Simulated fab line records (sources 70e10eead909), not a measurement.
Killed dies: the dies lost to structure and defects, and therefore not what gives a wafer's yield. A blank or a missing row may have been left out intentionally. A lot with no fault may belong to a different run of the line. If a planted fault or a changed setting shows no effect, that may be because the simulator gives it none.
The tool behind it: which one? -- flow nandHarc -- Sampling: 6 lots, 18 wafers, 2 of 1302 route steps

## WHAT THE GAUGES SHOWED, per wafer
NHARC_A_CHANNEL_HOLE_D2_CD_MEAS_18.
lot,measured,on,cdNm (nm)
L259,day 13 19:29,cdSem-02,97.2 97.8 100.8
L261,day 14 07:34,cdSem-03,103.0 102.4 97.7
L264,day 15 20:52,cdSem-03,98.9 99.5 101.6
L269,day 18 03:54,cdSem-01,99.7 101.3 99.1
L277,day 20 21:24,cdSem-03,99.8 97.9 94.1
L279,day 22 03:44,cdSem-01,94.8 97.7 100.2

## WHAT TOOL EACH LOT RAN ON (gives the tool, then ch and the chambers of the sampled wafers, and finally the start)
lot,NHARC_A_CHANNEL_HOLE_D2_ETCH_34
L259,"rieDiel-08 ch 0,1,3, day 13 19:29 or earlier"
L261,"rieDiel-01 ch 1,3, day 14 07:34 or earlier"
L264,"rieDiel-08 ch 0,1,2, day 15 20:52 or earlier"
L269,"rieDiel-08 ch 0,2,3, day 18 03:54 or earlier"
L277,"rieDiel-01 ch 0,2,3, day 20 21:24 or earlier"
L279,"rieDiel-01 ch 0,2,3, day 22 03:44 or earlier"
- NHARC_A_CHANNEL_HOLE_D2_ETCH_34: etches the open film in CF4/CHF3, target depth 154 nm, time 77 s.

## THE ANSWER, worked out from the rows above alone
Rule: the usual values come from the lots themselves. Put in order of their means at a reading, lots are off if they are a third of the lots or fewer, leave a main group of 4 or more, and stand apart from it by a gap of 3 or more times the standard deviation of the main group's means; of several such gaps the widest counts. Not used: any main group whose means are identical at the precision the tables above print for the reading. Also off: a lot with no number at a reading for which 4 or more lots have one. Where the step has rows for the other lots, those lots are counted as sound.
No lot is off at any reading shown: from this, nothing can be told.

## WHAT THE SIMULATOR HAD PUT IN
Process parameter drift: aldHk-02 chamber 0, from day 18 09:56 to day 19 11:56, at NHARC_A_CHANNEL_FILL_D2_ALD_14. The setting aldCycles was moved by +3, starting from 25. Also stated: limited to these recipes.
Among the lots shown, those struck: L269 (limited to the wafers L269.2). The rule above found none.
